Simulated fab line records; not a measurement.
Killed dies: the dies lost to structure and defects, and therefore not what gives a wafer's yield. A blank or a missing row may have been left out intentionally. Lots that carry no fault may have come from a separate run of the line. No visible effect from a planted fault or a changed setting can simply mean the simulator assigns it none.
Lot-split experiment | flow n5Finfet | on a route of 1938 steps: 7 lots, 21 wafers read

SPLIT DETAILS
At N5_BEOL_M6_PECVD_70 (deposits SiO2 from TEOS/O2, target thk 20 nm, time 22.7 s), the setting tempC was moved away from the recipe's 400 C on 8 of the 21 wafers read, by -4.2% to +4.2%. For the rest of the wafers, this setting stayed at what the recipe calls for.

FROM THE SPLIT TO THE READING: what the file shows between them, 3 steps
- N5_BEOL_M6_HM_DEP_02: deposits TiN, target thk 20 nm
- N5_BEOL_M6_COAT_59: time 60 s, resist thk 100 nm
- N5_BEOL_M6_STRIP_80: strips in N2/H2, time 10 s

THE READING
SiO2_of_BEOL_M6_PECVD_70.thkNm (the simulator's own value, which no gauge read), in nm, at N5_BEOL_M6_HM_STRIP_39 (strips TiN in peroxide tin strip, target depth 25 nm, time 158 s). There is no usual value for it anywhere in the file. Average 19.7 nm, standard deviation 0.36 nm, over the 13 wafers here run with the recipe.

wafer  | tool, chamber at the split | tempC as run, C | against the recipe | SiO2_of_BEOL_M6_PECVD_70.thkNm, nm | against lot-mates on the recipe
L080.1 | pecvd-02, 2,1              | 400             | recipe             | 19.8                               | -
L080.2 | pecvd-02, 0                | 389.2           | -2.7%              | 21.2                               | +1.3
L080.4 | pecvd-02, 2,1              | 400             | recipe             | 20                                 | -
L087.1 | pecvd-01, 0                | 391.6           | -2.1%              | 21                                 | +0.6
L087.5 | pecvd-01, 1                | 391.6           | -2.1%              | 21.6                               | +1.2
L087.6 | pecvd-01, 2                | 400             | recipe             | 20.4                               | -
L089.1 | pecvd-02, 0                | 400             | recipe             | 19.4                               | -
L089.3 | pecvd-02, 2                | 417             | +4.2%              | 17.2                               | -2.4
L089.4 | pecvd-02, 1                | 400             | recipe             | 19.8                               | -
L093.1 | pecvd-02, 0                | 400             | recipe             | 19                                 | -
L093.2 | pecvd-02, 2                | 415.7           | +3.9%              | 17.4                               | -1.6
L093.5 | pecvd-02, 2                | 415.7           | +3.9%              | 17.8                               | -1.2
L091.1 | pecvd-03, 0                | 400             | recipe             | 20                                 | -
L091.3 | pecvd-03, 1                | 383             | -4.2%              | 22                                 | +2.0
L091.5 | pecvd-03, 0                | 383             | -4.2%              | 22.6                               | +2.6
L095.2 | pecvd-02, 0                | 400             | recipe             | 19.6                               | -
L095.6 | pecvd-02, 0                | 400             | recipe             | 19.6                               | -
L095.3 | pecvd-02, 1                | 400             | recipe             | 19.4                               | -
L092.3 | pecvd-03, 2                | 400             | recipe             | 19.6                               | -
L092.5 | pecvd-03, 2                | 400             | recipe             | 19.6                               | -
L092.4 | pecvd-03, 0                | 400             | recipe             | 20.2                               | -
If several chambers appear in one row, that row covers several wafers at once and the file leaves open which wafer was in which chamber.

FIT RESULTS
A straight line over all 21 wafers: SiO2_of_BEOL_M6_PECVD_70.thkNm changes by -0.591 nm for each +1% of tempC; r = -0.97; the points scatter about the line by 0.35 nm.
The same after taking each lot's own level away (the mean of its wafers on the recipe; 21 wafers): -0.474 nm for each +1%; r = -0.97; scatter 0.28 nm.
On that fit, the largest move of tempC shifts the reading by 2 nm.
Measured against the standard deviation above, the lots' own levels, which go from 19.00 to 20.40 nm, span 3.9 times it.
Hence the slope depends on the lot-to-lot level, as the two fits are not the same.
Check: for one of the wafers moved furthest among these (+4.2%), held out of the fit, the line's prediction against its lot-mates is -1.83 nm. It came out at -2.4 nm against them.

FURTHER SPLITS ON THESE WAFERS
Before the reading, these wafers also passed through other splits. Each is held against what the fit with the lots' levels taken away leaves over:
other split on the same wafers | wafers away from the commonest value | r with SiO2_of_BEOL_M6_PECVD_70.thkNm (lot level and that fit taken away)
N5_BEOL_M5_EXPOSE_08 doseMj    | 6                                    | -0.16

THE WHOLE CHAIN: every reading that the file lists as answering this split, in the file's order
step                   | what it does                                                     | reading                                                                         | change (the file's fit)               | r (the file's)
N5_BEOL_M6_PECVD_70    | deposits SiO2 from TEOS/O2, target thk 20 nm, time 22.7 s        | SiO2_of_BEOL_M6_PECVD_70.thkNm (the simulator's own value, which no gauge read) | -0.497 nm for each +1% of the setting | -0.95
N5_BEOL_M6_HM_STRIP_39 | strips TiN in peroxide tin strip, target depth 25 nm, time 158 s | SiO2_of_BEOL_M6_PECVD_70.thkNm (the simulator's own value, which no gauge read) | -0.488 nm for each +1% of the setting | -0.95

THE FILE'S OWN FIT
SiO2_of_BEOL_M6_PECVD_70.thkNm changes by -0.488 nm for each +1% of tempC, r = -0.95.
